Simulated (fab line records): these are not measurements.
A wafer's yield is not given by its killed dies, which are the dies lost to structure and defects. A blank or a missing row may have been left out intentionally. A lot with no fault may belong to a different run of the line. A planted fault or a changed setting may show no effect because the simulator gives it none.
Chamber matching | flow n5Finfet | rieDiel-05 running N5_MOL_CONTACT_COAG_STRIP_96: 4 sister chambers
The step strips in N2/H2. 4 wafers are shown with their chamber, then 9 later ones without.

== WAFERS WITH THEIR CHAMBER ==
wafer  | chamber | drypumpMotorCurrentA (A)
L083.5 | 3       | 5.7
L084.3 | 1       | 6.0
L087.2 | 2       | 5.2
L087.6 | 0       | 5.1

== WAFERS MISSING THEIR CHAMBER ==
wafer  | drypumpMotorCurrentA (A)
L088.2 | 5.2
L088.4 | 5.7
L088.6 | 5.1
L089.2 | 5.1
L089.3 | 5.2
L089.6 | 5.8
L091.1 | 5.1
L091.4 | 5.2
L091.6 | 5.7

== EACH ONE'S CHAMBER ==
wafer  | from the rows above | in truth
L088.2 | 2                   | 2
L088.4 | 3                   | 3
L088.6 | 0                   | 0
L089.2 | 0                   | 0
L089.3 | 2                   | 2
L089.6 | 3                   | 3
L091.1 | 0                   | 0
L091.4 | 2                   | 2
L091.6 | 3                   | 3
Placed correctly: 9 of 9. Number that these rows cannot place: 0. Placed wrongly: 0.
How it was worked out, from the rows above alone: a wafer's distance from a chamber is the root of the sum, over the readings, of the square of ((its reading less the chamber's mean) divided by the reading's scatter). If the next closest chamber is less than 2 further off than the closest, the wafer can't be placed; otherwise it belongs to the closest. Each chamber's mean is taken over the wafers shown for it. The scatter (one wafer shown for each chamber): square how far every hidden wafer sits from the nearest shown wafer, average those squares and take the square root.
